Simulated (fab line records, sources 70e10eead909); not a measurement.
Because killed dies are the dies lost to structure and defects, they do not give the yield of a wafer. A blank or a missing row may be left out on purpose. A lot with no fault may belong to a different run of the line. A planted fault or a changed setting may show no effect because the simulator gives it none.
fab line records ; flow nand-harc
record: lots: 13; wafers: 39; last-day: 32
route steps=1302 shown A_CONTACT@1053
lots that met no fault: from a run of the same line without faults
start-h: hours from the record's first day to the start of the lot's first wafer shown ; wait-h: how many hours have passed since the lot's step before this one ; " the same as in the row above ; L1.1+2: a single row standing in for several wafers ; - either no value or no given start ; * or withheld: withheld ; < > ~ a bound
route shown NAME@n: NAME is a module with steps in the file, n the number in the route of the first one ; usual: average and standard deviation across the fault-free wafers ; same: alike in all rows ; chamber/n: place in a boat ; sites: per-site readings ; _std_site: how widely they spread, as a standard deviation ; _edge_site: outer sites' mean less inner sites' ; radius-mm: for every site, how far away it sits from the centre of the wafer ; mask NAME#n: copy n ; behind: the tool/chamber that last shaped the wafer ; hold: what put the lot on hold/how long, in hours/how the hold closed ; device: the n, p or np transistor that did not switch ; end of line: the tests these same wafers got at the end of their route ; step lacking rows: just its recipe ; killed: at the first sort, the dies lost to defects and structure; wafer yield is something else ; map: a wafer's dies, x killed, . not, _ none there
set.NAME: setting as actually run; set.NAME@STEP: the setting as run at that earlier step ; model.NAME: the simulator's own value behind a step, which no gauge read
the route's steps for a sample of lots (tables are steps, rows are wafers)
services: when a tool's chamber went out of use (start-h, in hours from the record's first day, below 0 if earlier), for how many hours, and the reason
== steps ==
step: NHARC_A_CONTACT_ETCH_130
recipe: source-w: withheld; pressure-mtorr: 20; bias-v: 3000; time-s: 197; target-depth-a: 19180; ar-flow-sccm: withheld; c4f8-flow-sccm: withheld; o2-flow-sccm: withheld; chemistry: C4F8/O2/Ar
lot.wafer;tool;chamber;start-h;wait-h;rf-hours-counter-h
L135.2;har-cap-etch-01;0;519.35;0.5;1
L135.3;har-cap-etch-01;0;519.35;0.5;-
L135.4;har-cap-etch-01;1;519.35;0.5;-
L142.1;har-cap-etch-02;0;567.24;0.1;101
L142.3;har-cap-etch-02;0;567.24;0.1;-
L142.5;har-cap-etch-02;0;567.24;0.1;-
L141.2;har-cap-etch-03;0;569.03;0.1;54
L141.3;har-cap-etch-03;0;569.03;0.1;-
L141.5;har-cap-etch-03;0;569.03;0.1;-
L148.1;har-cap-etch-01;1;624.05;0.1;24
L148.4;har-cap-etch-01;1;624.05;0.1;-
L148.6;har-cap-etch-01;1;624.05;0.1;-
L147.1;har-cap-etch-03;0;627.08;0.1;65
L147.4;har-cap-etch-03;1;627.08;0.1;-
L147.6;har-cap-etch-03;0;627.08;0.1;-
L149.1;har-cap-etch-02;0;642.94;0.1;115
L149.4;har-cap-etch-02;1;642.94;0.1;-
L149.6;har-cap-etch-02;1;642.94;0.1;-
L150.4;har-cap-etch-01;1;653.33;0.1;-
L150.6;har-cap-etch-01;0;653.33;0.1;-
L150.5;har-cap-etch-01;1;653.33;0.1;-
L153.1;har-cap-etch-01;0;675.87;0.1;34
L153.3;har-cap-etch-01;0;675.87;0.1;-
L153.5;har-cap-etch-01;0;675.87;0.1;-
L152.3;har-cap-etch-02;0;678.76;0.1;-
L152.4;har-cap-etch-02;1;678.76;0.1;-
L152.5;har-cap-etch-02;0;678.76;0.1;-
L154.2;har-cap-etch-02;1;695.68;0.1;127
L154.3;har-cap-etch-02;0;695.68;0.1;-
L154.6;har-cap-etch-02;1;695.68;0.1;-
L156.2;har-cap-etch-01;1;702.60;0.1;40
L156.3;har-cap-etch-01;1;702.60;0.1;-
L156.5;har-cap-etch-01;1;702.60;0.1;-
L157.3;har-cap-etch-01;1;705.88;0.1;-
L157.6;har-cap-etch-01;0;705.88;0.1;-
L157.5;har-cap-etch-01;1;705.88;0.1;-
L158.1;har-cap-etch-03;0;720.51;0.1;81
L158.4;har-cap-etch-03;1;720.51;0.1;-
L158.3;har-cap-etch-03;0;720.51;0.1;-
step: NHARC_A_CONTACT_ETCH_132
recipe: source-w: withheld; pressure-mtorr: 20; bias-v: 3000; time-s: 197; target-depth-a: 19240; ar-flow-sccm: withheld; c4f8-flow-sccm: withheld; o2-flow-sccm: withheld; chemistry: C4F8/O2/Ar
lot.wafer;tool;chamber;start-h;wait-h;rf-hours-counter-h
L135.2;har-cap-etch-01;0;519.70;0.1;1
L135.3;har-cap-etch-01;0;519.70;0.1;-
L135.4;har-cap-etch-01;1;519.70;0.1;-
L142.1;har-cap-etch-02;0;567.60;0.1;101
L142.3;har-cap-etch-02;0;567.60;0.1;-
L142.5;har-cap-etch-02;0;567.60;0.1;-
L141.2;har-cap-etch-03;0;569.38;0.1;54
L141.3;har-cap-etch-03;0;569.38;0.1;-
L141.5;har-cap-etch-03;0;569.38;0.1;-
L148.1;har-cap-etch-01;1;624.40;0.1;25
L148.4;har-cap-etch-01;1;624.40;0.1;-
L148.6;har-cap-etch-01;1;624.40;0.1;-
L147.1;har-cap-etch-03;0;627.43;0.1;65
L147.4;har-cap-etch-03;1;627.43;0.1;-
L147.6;har-cap-etch-03;0;627.43;0.1;-
L149.1;har-cap-etch-02;0;643.30;0.1;115
L149.4;har-cap-etch-02;1;643.30;0.1;-
L149.6;har-cap-etch-02;1;643.30;0.1;-
L150.4;har-cap-etch-01;1;653.69;0.1;-
L150.6;har-cap-etch-01;0;653.69;0.1;-
L150.5;har-cap-etch-01;1;653.69;0.1;-
L153.1;har-cap-etch-01;0;676.22;0.1;34
L153.3;har-cap-etch-01;0;676.22;0.1;-
L153.5;har-cap-etch-01;0;676.22;0.1;-
L152.3;har-cap-etch-02;0;679.11;0.1;-
L152.4;har-cap-etch-02;1;679.11;0.1;-
L152.5;har-cap-etch-02;0;679.11;0.1;-
L154.2;har-cap-etch-02;1;696.04;0.2;127
L154.3;har-cap-etch-02;0;696.04;0.2;-
L154.6;har-cap-etch-02;1;696.04;0.2;-
L156.2;har-cap-etch-01;1;702.96;0.1;41
L156.3;har-cap-etch-01;1;702.96;0.1;-
L156.5;har-cap-etch-01;1;702.96;0.1;-
L157.3;har-cap-etch-01;1;706.23;0.1;-
L157.6;har-cap-etch-01;0;706.23;0.1;-
L157.5;har-cap-etch-01;1;706.23;0.1;-
L158.1;har-cap-etch-03;0;720.86;0.1;81
L158.4;har-cap-etch-03;1;720.86;0.1;-
L158.3;har-cap-etch-03;0;720.86;0.1;-
step: NHARC_A_CONTACT_SOFTBAKE_03
recipe: temp-c: 105; time-s: 55
usual: chill-plate-temp-C: 23.04/0.11; heater-power-total-W: 188.43/0.13; resist-line-temp-C: 23.00/0.11
lot.wafer;tool;chamber;start-h;wait-h;chill-plate-temp-C;heater-power-total-W;resist-line-temp-C
L135.2;litho-track-01;0;525;-;23.06;188.39;23.15
L135.3;litho-track-01;0;525;-;23.07;188.30;23.11
L135.4;litho-track-01;0;525;-;23.14;188.39;23.10
L142.1;litho-track-06;0;572;-;23.07;190.88;22.99
L142.3;litho-track-06;0;572;-;23.17;190.79;22.90
L142.5;litho-track-06;0;572;-;23.22;190.71;22.94
L141.2;litho-track-06;0;574;-;23.07;190.68;22.92
L141.3;litho-track-06;0;574;-;23.12;191.15;23.11
L141.5;litho-track-06;0;574;-;23.15;190.78;22.99
L148.1;litho-track-04;0;628;-;23.14;188.31;22.75
L148.4;litho-track-04;0;628;-;23.03;188.42;22.85
L148.6;litho-track-04;0;628;-;23.02;188.30;22.82
L147.1;litho-track-01;0;631;-;22.96;188.39;22.89
L147.4;litho-track-01;0;631;-;22.87;188.41;22.75
L147.6;litho-track-01;0;631;-;22.85;188.38;23.02
L149.1;litho-track-01;0;649;-;22.95;188.56;23.11
L149.4;litho-track-01;0;649;-;23.02;188.72;22.93
L149.6;litho-track-01;0;649;-;22.96;188.46;22.98
L150.4;litho-track-06;0;657;-;23.01;188.37;23.01
L150.5;litho-track-06;0;657;-;23.03;188.36;22.98
L150.6;litho-track-06;0;657;-;22.82;188.30;23.11
L153.1;litho-track-06;0;682;-;23.04;188.51;22.89
L153.3;litho-track-06;0;682;-;22.87;188.57;23.15
L153.5;litho-track-06;0;682;-;22.92;188.57;23.09
L152.3;litho-track-06;0;685;-;22.87;188.52;22.93
L152.4;litho-track-06;0;685;-;22.95;188.33;22.94
L152.5;litho-track-06;0;685;-;23.05;188.45;22.88
L154.2;litho-track-06;0;701;-;22.88;188.27;22.77
L154.3;litho-track-06;0;701;-;23.00;188.56;23.00
L154.6;litho-track-06;0;701;-;22.90;188.40;22.85
L156.2;litho-track-04;0;707;-;23.12;188.44;22.91
L156.3;litho-track-04;0;707;-;22.97;188.31;22.91
L156.5;litho-track-04;0;707;-;23.00;188.37;22.83
L157.3;litho-track-04;0;711;-;22.98;188.73;23.18
L157.5;litho-track-04;0;711;-;22.93;188.31;23.06
L157.6;litho-track-04;0;711;-;23.07;188.32;23.12
L158.1;litho-track-01;0;724;-;23.01;188.51;22.98
L158.3;litho-track-01;0;724;-;23.14;188.37;23.07
L158.4;litho-track-01;0;724;-;23.09;188.31;23.06
step: NHARC_A_CONTACT_DESCUM_13
recipe: time-s: 3; o2-flow-sccm: 200; ar-flow-sccm: 0; bias-power-w: 0; chemistry: O2
usual: drypump-motor-current-A: 5.7/0.5; oes-product-au: 1.004/0.012; rf-vpp-V: 57.9/0.84; showerhead-plenum-p-Torr: 1.94/0.078; throttle-valve-pct: 11.311/0.0084
same: bias-power-w: 0
lot.wafer;tool;chamber;start-h;wait-h;drypump-motor-current-A;oes-product-au;rf-hours-counter-h;rf-vpp-V;showerhead-plenum-p-Torr;throttle-valve-pct
L135.3;rie-diel-01;2;526.08;0.1;6.7;1.015;45;58.3;2.02;11.308
L135.4;rie-diel-01;0;526.08;0.1;5.8;1.006;45;57.5;1.97;11.300
L135.2;rie-diel-01;1;526.08;0.1;5.3;0.987;51;58.0;2.06;11.307
L142.1;rie-diel-01;2;573.18;0.1;6.7;1.023;1;57.4;2.02;11.304
L142.3;rie-diel-01;3;573.18;0.1;5.7;0.998;1;58.0;1.88;11.315
L142.5;rie-diel-01;1;573.18;0.1;5.2;0.993;-;60.2;2.05;11.309
L141.2;rie-diel-04;2;574.75;0.1;6.1;1.017;6;57.9;2.03;11.313
L141.3;rie-diel-04;1;574.75;0.1;5.9;1.016;7;59.4;1.87;11.316
L141.5;rie-diel-04;3;574.75;0.1;5.2;1.003;-;57.7;1.85;11.296
L148.4;rie-diel-04;1;629.16;0.1;6.0;1.017;19;58.0;1.87;11.315
L148.1;rie-diel-04;3;629.16;0.1;5.2;1.002;13;58.4;1.85;11.311
L148.6;rie-diel-04;0;629.16;0.1;5.5;1.007;-;57.8;1.98;11.306
L147.1;rie-diel-04;2;632.22;0.1;6.1;1.009;18;59.2;2.02;11.294
L147.4;rie-diel-04;0;632.22;0.1;5.5;1.019;20;57.3;1.98;11.306
L147.6;rie-diel-04;2;632.22;0.1;6.1;1.007;-;58.0;2.02;11.316
L149.4;rie-diel-04;3;650.12;0.1;5.2;0.987;17;57.6;1.85;11.310
L149.1;rie-diel-04;1;650.12;0.1;5.9;0.994;22;55.7;1.87;11.321
L149.6;rie-diel-04;0;650.12;0.1;5.5;1.019;-;58.5;1.98;11.310
L150.4;rie-diel-04;3;658.52;0.1;5.2;0.998;19;57.9;1.85;11.304
L150.5;rie-diel-04;2;658.52;0.1;6.1;1.014;-;59.4;2.02;11.318
L150.6;rie-diel-04;3;658.52;0.1;5.2;0.989;-;57.7;1.85;11.311
L153.3;rie-diel-11;2;682.64;0.1;6.0;1.006;19;58.0;1.88;11.315
L153.1;rie-diel-11;0;682.64;0.1;4.7;1.008;24;57.5;1.85;11.299
L153.5;rie-diel-11;1;682.64;0.1;4.9;0.996;-;57.5;2.05;11.299
L152.4;rie-diel-11;3;685.65;0.1;5.5;1.023;21;57.8;1.85;11.313
L152.3;rie-diel-11;2;685.65;0.1;5.9;1.001;21;56.5;1.88;11.311
L152.5;rie-diel-11;3;685.65;0.1;5.5;1.012;-;58.8;1.85;11.323
L154.3;rie-diel-11;0;702.53;0.1;4.7;0.998;34;57.8;1.85;11.315
L154.2;rie-diel-11;1;702.53;0.1;4.9;1.007;27;59.1;2.05;11.306
L154.6;rie-diel-11;0;702.53;0.1;4.7;1.012;-;56.7;1.85;11.307
L156.3;rie-diel-01;2;708.30;0.1;6.7;0.999;45;56.6;2.01;11.298
L156.2;rie-diel-01;0;708.30;0.1;5.8;1.009;44;58.4;1.95;11.318
L156.5;rie-diel-01;1;708.30;0.1;5.3;0.986;-;58.2;2.04;11.316
L157.3;rie-diel-01;1;712.26;0.1;5.3;0.989;40;58.0;2.04;11.306
L157.5;rie-diel-01;1;712.26;0.1;5.2;0.981;-;57.5;2.04;11.310
L157.6;rie-diel-01;2;712.26;0.1;6.7;1.013;-;58.6;2.01;11.319
L158.1;rie-diel-04;2;725.62;0.1;6.2;1.021;0;58.0;2.02;11.308
L158.4;rie-diel-04;3;725.62;0.1;5.2;1.015;0;56.4;1.84;11.331
L158.3;rie-diel-04;0;725.62;0.1;5.5;0.999;0;56.9;1.97;11.296
== services ==
tool;chamber;start-h;hours;kind
rie-diel-04;2;496.19;2.8;repair
har-cap-etch-01;-;497.00;17.0;pm
har-cap-etch-01;0;497.00;17.0;vent-cycle
har-cap-etch-01;1;497.00;17.0;vent-cycle
rie-diel-04;1;498.93;8.8;repair
rie-diel-04;0;510.91;-;clean
har-cap-etch-01;0;514.00;-;clean
har-cap-etch-01;1;514.00;-;clean
rie-diel-04;3;524.19;1.3;repair
litho-track-06;-;529.00;7.0;pm
rie-diel-04;-;532.47;9.0;pm
litho-track-04;-;553.00;7.0;pm
rie-diel-04;2;556.39;3.3;repair
rie-diel-01;-;559.14;9.0;pm
rie-diel-04;3;593.28;13.2;repair
rie-diel-11;-;611.35;9.0;pm
har-cap-etch-02;-;629.71;0.5;repair
rie-diel-04;0;636.13;3.6;repair
rie-diel-01;3;649.53;15.0;repair
rie-diel-01;0;670.29;4.2;repair
rie-diel-11;3;671.47;6.9;repair
litho-track-01;-;680.01;7.0;pm
litho-track-06;-;704.00;7.0;pm
rie-diel-04;-;709.72;9.0;pm
== key ==
first-sign: step: NHARC_A_CONTACT_SOFTBAKE_03; reading: heater-power-total-W; direction: up; sigmas: 18; usual: *; struck: *
effect none on later readings
met-at NHARC_A_CONTACT_SOFTBAKE_03
struck-lots L141,L142
tester-left-out L141,L142
not-acting-at NHARC_A_CONTACT_ETCH_130,NHARC_A_CONTACT_ETCH_132,NHARC_A_CONTACT_DESCUM_13
fault: kind: process-parameter-drift; tool: litho-track-06; chamber: -; onset-h: 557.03; steps: NHARC_A_CONTACT_SOFTBAKE_03; channel: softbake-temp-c; offset: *; shape: step; end-h: 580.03; acts-in: *; stated: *
tester-left-out: of these lots the tester's yield and bins aren't shown, on N5 and GAA mostly nor the transistor test; their killed dies are dies lost to structure and defects alone, not to doping, threshold or leakage, so they don't give the yield
